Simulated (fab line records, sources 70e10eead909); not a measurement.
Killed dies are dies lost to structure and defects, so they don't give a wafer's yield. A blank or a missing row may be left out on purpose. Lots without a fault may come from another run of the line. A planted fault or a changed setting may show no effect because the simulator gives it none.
Problem report in the 8D (eight disciplines) form, filled by code | flow nand_harc | the parts of the form that need people (team, actions taken, sign-off) are left out

1. THE PROBLEM
killed_at_other at NHARC_END_SORT_01 reads a mean of 649.0 on 6 wafers of 2 lots; wafers without a fault read 0.5 with a standard deviation of 0.82. That is +99 or more standard deviations from the usual mean.
First seen on wafer L173.1, day 22 11:58, on prober-01. The record holds 12 wafers of 4 lots with a number at this step. Rule for "out", or "out of limits": more than 4 standard deviations from the usual mean. The other wafers with a number count as sound.

2. WHAT IT IS AND WHAT IT IS NOT
question                    | is                                                                                                                  | is not
which readings at this step | killed_at_other, defect_limited_yield, killed_dies, sort_bin_2_pct, sort_n_pass, sort_rim_yield_pct, sort_yield_pct | killed_at_array, killed_open, killed_short, sort_bin_3_pct, sort_bin_4_pct, sort_bin_6_pct
which lots                  | L173, L174                                                                                                          | L167, L172
which wafers of those lots  | all that have a number                                                                                              | -
read on which gauges        | prober-01                                                                                                           | prober-02
when                        | from day 22 11:58                                                                                                   | up to then (6 sound wafers)

3. SUSPECTS, AND WHAT RULES EACH OUT
Counting: a tool at a process step up to the reading stays a suspect if it ran every lot that is out and no sound lot after the first of them.
- the gauge at NHARC_END_SORT_01: ruled out. All the wafers that are out were read on prober-01, but those of them that NHARC_THIN_TSV_ETCH_44 has rows for are out there too, on other tools.
- rie_diel-08 at NHARC_THIN_TSV_DESCUM_14 (chemistry O2, time 3 s): kept. It ran every lot that is out, first L173 (day 21 19:50), and no sound lot after that; its last sound lot up to then is L167 (day 20 03:52).
- rie_diel-08 at NHARC_THIN_TSV_ETCH_44 (etches the open film in CF4/O2, target depth 1594.2 nm, time 797.1 s): kept. It ran every lot that is out, first L173 (day 21 19:55), and no sound lot after that; its last sound lot up to then is L167 (day 20 04:00). Its own readings are out on those wafers: run_length_s.
Left after counting: rie_diel-08 at NHARC_THIN_TSV_DESCUM_14, rie_diel-08 at NHARC_THIN_TSV_ETCH_44.

4. THE CAUSE (what the simulator had put in)
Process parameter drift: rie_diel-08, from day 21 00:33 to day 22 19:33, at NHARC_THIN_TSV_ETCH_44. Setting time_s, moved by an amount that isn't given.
Counting left 2 suspects, and this tool is among them.

5. THE CHAIN OF EFFECTS, in route order
Each row: a reading whose mean over the struck wafers that have a number lies more than 3 standard deviations from the usual. Only readings for which the record gives a usual standard deviation are gone through. hours: the time from each lot's start at the first step in this table that gives one to its start at this step, as a median over the lots. sigmas: the change in usual standard deviations.
hours | step                   | reading              | usual   | on struck wafers | change | sigmas
0     | NHARC_THIN_TSV_ETCH_44 | run_length_s         | 818.5 s | 626.4            | -192.1 | -99 or more
15    | NHARC_END_SORT_01      | defect_limited_yield | 95.0 %  | 0.0              | -95.0  | -59
15    | NHARC_END_SORT_01      | killed_at_other      | 0.5     | 649.0            | +648.5 | +99 or more
15    | NHARC_END_SORT_01      | killed_dies          | 34      | 677              | +643   | +58
15    | NHARC_END_SORT_01      | sort_bin_2_pct       | 1.5 %   | 97.4             | +95.9  | +99 or more
15    | NHARC_END_SORT_01      | sort_n_pass          | 643     | 0                | -643   | -58
15    | NHARC_END_SORT_01      | sort_rim_yield_pct   | 94.6 %  | 0.0              | -94.6  | -33
15    | NHARC_END_SORT_01      | sort_yield_pct       | 95.0 %  | 0.0              | -95.0  | -59
The process steps in it:
- NHARC_THIN_TSV_ETCH_44: etches the open film in CF4/O2, target depth 1594.2 nm, time 797.1 s.

6. WHAT WOULD HAVE CAUGHT IT SOONER
In this record the first reading out of limits at a measuring or inspecting step was taken at day 22 11:58, 35 hours after the fault began at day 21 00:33.
The tool's own readings at NHARC_THIN_TSV_ETCH_44 were out on every struck wafer that the step has a row for (run_length_s): an alarm limit on them would have fired on the first of those.
Of the lots that are out (2), L174 began NHARC_THIN_TSV_ETCH_44 on rie_diel-08 after day 22 11:58. A hold on the tool at that time would have spared it.
